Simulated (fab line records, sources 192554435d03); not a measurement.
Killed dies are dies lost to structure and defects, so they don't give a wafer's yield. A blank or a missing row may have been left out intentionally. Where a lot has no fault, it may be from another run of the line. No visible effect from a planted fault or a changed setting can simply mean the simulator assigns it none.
fab line records + flow n5Finfet
[record]
- lots = 10
- wafers = 29
- lastDay = 18
route steps=1938 shown SPACER0@260 BEOL_M4@1085
lots untouched by any fault: they come from a run of this same line in which no faults occurred
startH: hours from the record's opening day to when the first of the lot's shown wafers began + waitH: hours elapsed since this lot's preceding step + " repeats the value in the row above + L1.1+2: a row that stands for several wafers + - either no value or no given start + * or withheld: withheld + < > ~ a bound
route shown NAME@n: a module of which the file shows steps, and the number in the route of the first + usual: mean/standard deviation taken from wafers without a fault + same: alike in all rows + chamber/n: place in a boat + sites: the reading at each site + _std_site: standard deviation of those values + _edge_site: outer sites' mean less inner sites' + radiusMm: how far each site lies from the wafer's centre + mask NAME#n: copy n + behind: the most recent tool/chamber to have shaped the wafer + hold: why the lot went on hold/how many hours it stayed there/how the hold came to an end + device: which transistor (n, p or np) failed to switch + end of line: the tests these same wafers got at the end of their route + for a step that has no rows: nothing shown but its recipe + killed: not the wafer's yield, but the dies lost to structure and defects at the first sort + map: a wafer's dies, x killed, . not, _ none there
set.NAME: setting as actually run; set.NAME@STEP: the setting as run at that earlier step + model.NAME: the simulator's own value behind a step, which no gauge read
the route's steps for a sample of lots (tables are steps, rows are wafers)
services: when a tool's chamber went out of use (startH, in hours from the record's first day, below 0 if earlier), for how many hours, and the reason
[[steps]]
[step N5_SPACER0_ALD_08]
[recipe]
- material = SiNx
- targetThkA = 20
- tempC = 400
- aldPrecursorFamily = SiH2I2
- aldCoReactant = N2/H2-plasma
- pressureTorr = 2
[usual]
- heaterPowerW = 826/120
| lot.wafer | tool      | chamber | startH | waitH | heaterPowerW |
|-----------|-----------|---------|--------|-------|--------------|
| L476.2    | aldSin-01 | 3       | 47.77  | 0.1   | 973          |
| L476.3    | "         | 2       | "      | "     | 962          |
| L476.6    | "         | 2       | "      | "     | 997          |
| L478.1    | aldSin-01 | 3       | 60.71  | 0.1   | 953          |
| L478.4    | "         | 1       | "      | "     | 699          |
| L478.6    | "         | 3       | "      | "     | 951          |
| L484.2    | aldSin-02 | 0       | 100.10 | 0.1   | 901          |
| L484.4    | "         | 0       | "      | "     | 905          |
| L484.6    | "         | 3       | "      | "     | 716          |
| L485.1    | aldSin-01 | 3       | 103.22 | 0.1   | 898          |
| L485.5    | "         | 3       | "      | "     | 903          |
| L485.6    | "         | 0       | "      | "     | 731          |
| L486.3    | aldSin-03 | 2       | 109.34 | 0.1   | 648          |
| L486.4    | "         | 1       | "      | "     | 923          |
| L486.5    | "         | 3       | "      | "     | 914          |
| L488.1    | aldSin-01 | 3       | 125.68 | 0.1   | 940          |
| L488.2    | "         | 0       | "      | "     | 731          |
| L488.5    | "         | 2       | "      | "     | 919          |
| L489.3    | aldSin-01 | 3       | 127.75 | 0.1   | 888          |
| L489.4    | "         | 1       | "      | "     | 697          |
| L489.6    | "         | 3       | "      | "     | 904          |
| L491.1    | aldSin-02 | 0       | 145.05 | 0.1   | 895          |
| L491.2    | "         | 1       | "      | "     | 1000         |
| L491.4    | "         | 2       | "      | "     | 854          |
| L496.1    | aldSin-01 | 2       | 168.80 | 0.1   | 970          |
| L496.5    | "         | 2       | "      | "     | 934          |
| L499.1    | aldSin-01 | 0       | 185.84 | 0.1   | 744          |
| L499.2    | "         | 3       | "      | "     | 916          |
| L499.6    | "         | 1       | "      | "     | 707          |
[step N5_BEOL_M4_ANNEAL_49]
[recipe]
- tempC = 400
- timeS = 240
- ambient = vacuum
[usual]
- heaterPowerW = 834/67
| lot.wafer | tool          | chamber | startH | waitH | heaterPowerW |
|-----------|---------------|---------|--------|-------|--------------|
| L476.2    | pvdSputter-01 | -       | 162.46 | 0.0   | 900          |
| L476.3    | "             | -       | "      | "     | 742          |
| L476.6    | "             | -       | "      | "     | 907          |
| L478.1    | pvdSputter-01 | -       | 166.52 | 0.0   | 890          |
| L478.4    | "             | -       | "      | "     | 766          |
| L478.6    | "             | -       | "      | "     | 724          |
| L484.2    | pvdSputter-01 | -       | 205.08 | 0.0   | 744          |
| L484.4    | "             | -       | "      | "     | 901          |
| L484.6    | "             | -       | "      | "     | 964          |
| L485.1    | pvdSputter-02 | -       | 213.04 | 0.0   | 826          |
| L485.5    | "             | -       | "      | "     | 801          |
| L485.6    | "             | -       | "      | "     | 936          |
| L486.3    | pvdSputter-01 | -       | 224.08 | 0.0   | 878          |
| L486.4    | "             | -       | "      | "     | 734          |
| L486.5    | "             | -       | "      | "     | 764          |
| L488.1    | pvdSputter-02 | -       | 235.99 | 0.0   | 830          |
| L488.2    | "             | -       | "      | "     | 791          |
| L488.5    | "             | -       | "      | "     | 778          |
| L489.3    | pvdSputter-01 | -       | 240.12 | 0.0   | 769          |
| L489.4    | "             | -       | "      | "     | 736          |
| L489.6    | "             | -       | "      | "     | 755          |
| L491.1    | pvdSputter-01 | -       | 251.25 | 0.0   | 907          |
| L491.2    | "             | -       | "      | "     | 772          |
| L491.4    | "             | -       | "      | "     | 714          |
| L496.1    | pvdSputter-02 | -       | 297.81 | 0.0   | 840          |
| L496.5    | "             | -       | "      | "     | 852          |
| L499.1    | pvdSputter-03 | -       | 309.77 | 0.0   | 883          |
| L499.2    | "             | -       | "      | "     | 777          |
| L499.6    | "             | -       | "      | "     | 802          |
[step N5_BEOL_M4_SPUTTER_81]
[recipe]
- material = Cu
- targetThkA = 45
- tempC = -20
- chamberPressurePa = 0.07
- powerW = withheld
- timeS = 8.29
[usual]
- substrateTempC = -20.00/0.1
- throttleValvePct = 29.8/0.93
| lot.wafer | tool          | chamber | startH | waitH | substrateTempC | throttleValvePct |
|-----------|---------------|---------|--------|-------|----------------|------------------|
| L476.2    | pvdSputter-01 | -       | 162.82 | 0.1   | -20.04         | 30.0             |
| L476.3    | "             | -       | "      | "     | -19.83         | 29.7             |
| L476.6    | "             | -       | "      | "     | -19.98         | 30.4             |
| L478.1    | pvdSputter-01 | -       | 166.88 | 0.1   | -19.91         | 30.3             |
| L478.4    | "             | -       | "      | "     | -20.03         | 31.4             |
| L478.6    | "             | -       | "      | "     | -20.02         | 29.5             |
| L484.2    | pvdSputter-01 | -       | 205.44 | 0.1   | -20.08         | 29.5             |
| L484.4    | "             | -       | "      | "     | -20.06         | 30.3             |
| L484.6    | "             | -       | "      | "     | -20.12         | 30.2             |
| L485.1    | pvdSputter-02 | -       | 213.40 | 0.1   | -20.20         | 28.7             |
| L485.5    | "             | -       | "      | "     | -19.98         | 28.6             |
| L485.6    | "             | -       | "      | "     | -19.97         | 29.0             |
| L486.3    | pvdSputter-01 | -       | 224.44 | 0.1   | -20.07         | 30.3             |
| L486.4    | "             | -       | "      | "     | -19.97         | 29.4             |
| L486.5    | "             | -       | "      | "     | -19.93         | 31.4             |
| L488.1    | pvdSputter-02 | -       | 236.35 | 0.1   | -20.22         | 28.7             |
| L488.2    | "             | -       | "      | "     | -19.92         | 29.1             |
| L488.5    | "             | -       | "      | "     | -19.99         | 29.4             |
| L489.3    | pvdSputter-01 | -       | 240.48 | 0.1   | -19.87         | 31.3             |
| L489.4    | "             | -       | "      | "     | -20.11         | 29.5             |
| L489.6    | "             | -       | "      | "     | -20.03         | 31.5             |
| L491.1    | pvdSputter-01 | -       | 251.61 | 0.1   | -19.95         | 30.2             |
| L491.2    | "             | -       | "      | "     | -19.89         | 31.3             |
| L491.4    | "             | -       | "      | "     | -20.02         | 29.5             |
| L496.1    | pvdSputter-02 | -       | 298.17 | 0.1   | -20.06         | 29.1             |
| L496.5    | "             | -       | "      | "     | -19.90         | 29.0             |
| L499.1    | pvdSputter-03 | -       | 310.13 | 0.1   | -19.89         | 29.5             |
| L499.2    | "             | -       | "      | "     | -19.93         | 30.4             |
| L499.6    | "             | -       | "      | "     | -20.00         | 31.5             |
[step N5_BEOL_M4_THK_MEAS_53]
[recipe]
- thkMeasGauge = xrf
- reads = Cu_of_BEOL_M4_ECD_50
[usual]
- M4_THK = 40.1/1.5
| lot.wafer | tool         | chamber | startH | waitH | M4_THK[nm] |
|-----------|--------------|---------|--------|-------|------------|
| L476.2    | filmMetro-02 | -       | 165.06 | -     | 40.4       |
| L476.3    | "            | -       | "      | "     | 41.0       |
| L476.6    | "            | -       | "      | "     | 39.3       |
| L478.1    | filmMetro-01 | -       | 168.99 | -     | 39.4       |
| L478.4    | "            | -       | "      | "     | 40.3       |
| L478.6    | "            | -       | "      | "     | 39.1       |
| L484.2    | filmMetro-02 | -       | 207.55 | -     | 40.6       |
| L484.4    | "            | -       | "      | "     | 38.4       |
| L484.6    | "            | -       | "      | "     | 39.8       |
| L485.1    | filmMetro-02 | -       | 215.72 | -     | 39.3       |
| L485.5    | "            | -       | "      | "     | 41.4       |
| L485.6    | "            | -       | "      | "     | 40.2       |
| L486.3    | filmMetro-01 | -       | 226.54 | -     | 38.8       |
| L486.4    | "            | -       | "      | "     | 39.7       |
| L486.5    | "            | -       | "      | "     | 40.5       |
| L488.1    | filmMetro-01 | -       | 238.46 | -     | 40.7       |
| L488.2    | "            | -       | "      | "     | 39.7       |
| L488.5    | "            | -       | "      | "     | 40.7       |
| L489.3    | filmMetro-02 | -       | 242.60 | -     | 42.3       |
| L489.4    | "            | -       | "      | "     | 40.6       |
| L489.6    | "            | -       | "      | "     | 39.7       |
| L491.1    | filmMetro-02 | -       | 253.71 | -     | 39.8       |
| L491.2    | "            | -       | "      | "     | 40.2       |
| L491.4    | "            | -       | "      | "     | 41.0       |
| L496.1    | filmMetro-01 | -       | 300.48 | -     | 38.0       |
| L496.5    | "            | -       | "      | "     | 37.5       |
| L499.1    | filmMetro-01 | -       | 312.23 | -     | 39.7       |
| L499.2    | "            | -       | "      | "     | 41.1       |
| L499.6    | "            | -       | "      | "     | 40.8       |
[step N5_BEOL_M4_RC_MEAS_101]
[usual]
- DIBL_N = 36.0/1.7
- DIBL_P = 36.0/2
- IOFF_N = 0.156/0.028
- IOFF_P = 0.21/0.04
- ION_N = 673/12
- ION_P = 463/8.3
- REXT_N = 75.7/1.7
- REXT_P = 100.4/2
- SS_N = 71.4/0.6
- SS_P = 73.3/0.66
- VT_N = 250/3
- VT_P = -250/3.8
| lot.wafer | tool      | chamber | startH | waitH | DIBL_N[mV/V] | DIBL_P[mV/V] | IOFF_N[nA/um] | IOFF_P[nA/um] | ION_N[uA/um] | ION_P[uA/um] | REXT_N[ohm.um] | REXT_P[ohm.um] | SS_N[mV/dec] | SS_P[mV/dec] | VT_N[mV] | VT_P[mV] |
|-----------|-----------|---------|--------|-------|--------------|--------------|---------------|---------------|--------------|--------------|----------------|----------------|--------------|--------------|----------|----------|
| L476.2    | prober-01 | 0       | 165.53 | 0.2   | 35.2         | 35.4         | 0.146         | 0.20          | 668          | 470          | 77.4           | 100.3          | 71.2         | 73.2         | 252      | -250     |
| L476.3    | "         | 0       | "      | "     | 33.2         | 33.1         | 0.118         | 0.16          | 661          | 461          | 78.6           | 101.7          | 70.4         | 73.0         | 254      | -253     |
| L476.6    | "         | 0       | "      | "     | 33.7         | 34.3         | 0.132         | 0.19          | 667          | 458          | 78.4           | 101.0          | 71.0         | 72.7         | 252      | -250     |
| L478.1    | prober-02 | 0       | 169.30 | 0.0   | 35.8         | 35.5         | 0.155         | 0.16          | 674          | 460          | 78.1           | 99.4           | 72.5         | 73.2         | 250      | -257     |
| L478.4    | "         | 0       | "      | "     | 38.5         | 39.1         | 0.207         | 0.22          | 680          | 454          | 79.1           | 102.4          | 72.3         | 74.7         | 248      | -251     |
| L478.6    | "         | 0       | "      | "     | 35.0         | 35.3         | 0.146         | 0.17          | 668          | 454          | 79.9           | 101.1          | 70.5         | 73.0         | 248      | -256     |
| L484.2    | prober-02 | 0       | 208.03 | 0.2   | 36.1         | 35.1         | 0.155         | 0.20          | 669          | 462          | 73.1           | 101.0          | 71.7         | 73.6         | 252      | -251     |
| L484.4    | "         | 0       | "      | "     | 36.3         | 35.6         | 0.168         | 0.22          | 681          | 465          | 72.0           | 101.2          | 70.9         | 73.2         | 248      | -247     |
| L484.6    | "         | 0       | "      | "     | 36.6         | 35.9         | 0.159         | 0.22          | 673          | 461          | 72.9           | 101.9          | 71.8         | 74.5         | 251      | -250     |
| L485.1    | prober-02 | 0       | 216.26 | 0.0   | 37.0         | 36.3         | 0.172         | 0.20          | 684          | 466          | 75.8           | 102.4          | 72.0         | 73.8         | 248      | -253     |
| L485.5    | "         | 0       | "      | "     | 36.4         | 35.2         | 0.160         | 0.18          | 684          | 468          | 74.7           | 102.7          | 71.0         | 73.5         | 248      | -253     |
| L485.6    | "         | 0       | "      | "     | 36.6         | 36.0         | 0.163         | 0.19          | 682          | 461          | 75.6           | 103.6          | 71.5         | 73.7         | 251      | -253     |
| L486.3    | prober-02 | 0       | 227.16 | 0.3   | 32.3         | 32.4         | 0.112         | 0.19          | 658          | 462          | 75.7           | 101.8          | 70.2         | 72.7         | 254      | -249     |
| L486.4    | "         | 0       | "      | "     | 34.6         | 35.4         | 0.156         | 0.23          | 682          | 467          | 75.0           | 101.3          | 71.0         | 73.5         | 250      | -247     |
| L486.5    | "         | 0       | "      | "     | 34.7         | 35.3         | 0.142         | 0.22          | 660          | 459          | 75.2           | 103.5          | 71.6         | 73.2         | 252      | -247     |
| L488.1    | prober-02 | 0       | 238.77 | 0.0   | 35.4         | 35.3         | 0.164         | 0.23          | 678          | 467          | 72.8           | 102.5          | 71.0         | 72.4         | 247      | -245     |
| L488.2    | "         | 0       | "      | "     | 33.6         | 34.6         | 0.139         | 0.23          | 672          | 474          | 74.2           | 99.6           | 70.8         | 72.7         | 248      | -247     |
| L488.5    | "         | 0       | "      | "     | 35.8         | 36.7         | 0.188         | 0.27          | 695          | 480          | 72.1           | 100.5          | 71.8         | 73.8         | 246      | -245     |
| L489.3    | prober-01 | 0       | 243.23 | 0.3   | 36.4         | 37.6         | 0.171         | 0.28          | 694          | 480          | 73.6           | 98.2           | 71.3         | 73.8         | 248      | -240     |
| L489.4    | "         | 0       | "      | "     | 34.0         | 35.2         | 0.133         | 0.25          | 680          | 485          | 74.0           | 97.1           | 70.9         | 73.3         | 249      | -243     |
| L489.6    | "         | 0       | "      | "     | 35.7         | 37.5         | 0.155         | 0.28          | 688          | 480          | 74.0           | 96.9           | 71.4         | 74.7         | 248      | -244     |
| L491.1    | prober-02 | 0       | 254.02 | 0.0   | 38.0         | 39.2         | 0.202         | 0.22          | 691          | 464          | 75.7           | 103.3          | 72.0         | 74.4         | 245      | -251     |
| L491.2    | "         | 0       | "      | "     | 36.2         | 36.7         | 0.174         | 0.19          | 681          | 458          | 74.4           | 102.1          | 71.3         | 73.9         | 248      | -252     |
| L491.4    | "         | 0       | "      | "     | 33.9         | 34.5         | 0.133         | 0.16          | 667          | 457          | 75.8           | 102.5          | 70.4         | 73.4         | 251      | -256     |
| L496.1    | prober-01 | 0       | 300.79 | 0.0   | 35.0         | 35.9         | 0.150         | 0.17          | 665          | 448          | 85.5           | 108.4          | 71.2         | 73.4         | 252      | -256     |
| L496.5    | "         | 0       | "      | "     | 33.8         | 31.9         | 0.133         | 0.15          | 670          | 455          | 76.1           | 101.6          | 70.6         | 72.8         | 251      | -254     |
| L499.1    | prober-02 | 0       | 312.58 | 0.0   | 33.5         | 35.2         | 0.131         | 0.16          | 666          | 451          | 81.1           | 107.7          | 70.4         | 72.7         | 252      | -255     |
| L499.2    | "         | 0       | "      | "     | 36.1         | 37.0         | 0.167         | 0.21          | 684          | 464          | 74.5           | 99.1           | 71.1         | 72.9         | 248      | -251     |
| L499.6    | "         | 0       | "      | "     | 36.3         | 36.7         | 0.166         | 0.21          | 680          | 459          | 74.2           | 97.6           | 71.8         | 73.4         | 247      | -253     |
[[services]]
| tool          | chamber | startH | hours | kind   |
|---------------|---------|--------|-------|--------|
| pvdSputter-03 | -       | 28.03  | 1.2   | repair |
| aldSin-03     | 1       | 28.44  | 1.8   | repair |
| aldSin-02     | 0       | 40.03  | 8.5   | repair |
| pvdSputter-03 | -       | 45.84  | 3.4   | repair |
| aldSin-02     | -       | 47.99  | 28.1  | pm     |
| aldSin-03     | 3       | 54.19  | 3.0   | repair |
| aldSin-03     | 0       | 59.67  | 15.9  | repair |
| aldSin-03     | -       | 61.54  | 6.1   | pm     |
| pvdSputter-02 | -       | 65.09  | 2.0   | repair |
| aldSin-03     | 3       | 76.69  | 9.6   | repair |
| pvdSputter-03 | -       | 85.16  | 2.7   | repair |
| aldSin-01     | -       | 85.90  | 14.0  | pm     |
| aldSin-03     | 0       | 95.77  | 2.0   | repair |
| aldSin-01     | 2       | 126.17 | 3.7   | repair |
| pvdSputter-01 | -       | 129.72 | 1.9   | repair |
| aldSin-02     | -       | 139.72 | 0.6   | repair |
| aldSin-02     | -       | 177.33 | 14.0  | pm     |
| aldSin-02     | 3       | 229.51 | 6.3   | repair |
| aldSin-02     | 2       | 241.07 | 9.7   | repair |
| aldSin-01     | 0       | 257.92 | 4.3   | repair |
| aldSin-03     | -       | 268.89 | 14.0  | pm     |
| aldSin-01     | 1       | 278.20 | 4.1   | repair |
| aldSin-01     | 2       | 289.33 | 7.1   | repair |
| aldSin-02     | -       | 300.86 | 2.8   | pm     |
[[key]]
[firstSign]
- step = N5_BEOL_M4_RC_MEAS_101
- reading = REXT_N
- direction = up
- sigmas = 4.5
- usual = 75.7
- struck = 83.3
[effect]
- step = N5_BEOL_M4_RC_MEAS_101
- reading = REXT_P
- direction = up
- sigmas = 3.8
- usual = 100.4
- struck = 108.0
metAt N5_SPACER0_ALD_08
struckLots L496,L499
struckWafers L496.1,L499.1
notActingAt N5_BEOL_M4_ANNEAL_49,N5_BEOL_M4_SPUTTER_81,N5_BEOL_M4_THK_MEAS_53
onsetBetween 127.75 168.80
[fault]
- kind = processParameterDrift
- tool = aldSin-01
- chamber = -
- onsetH = 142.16
- steps = N5_SPACER0_ALD_08
- channel = targetThkA
- offset = *
- shape = step
- endH = 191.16
- scope = struckWafersOnly
- actsIn = *
- stated = *
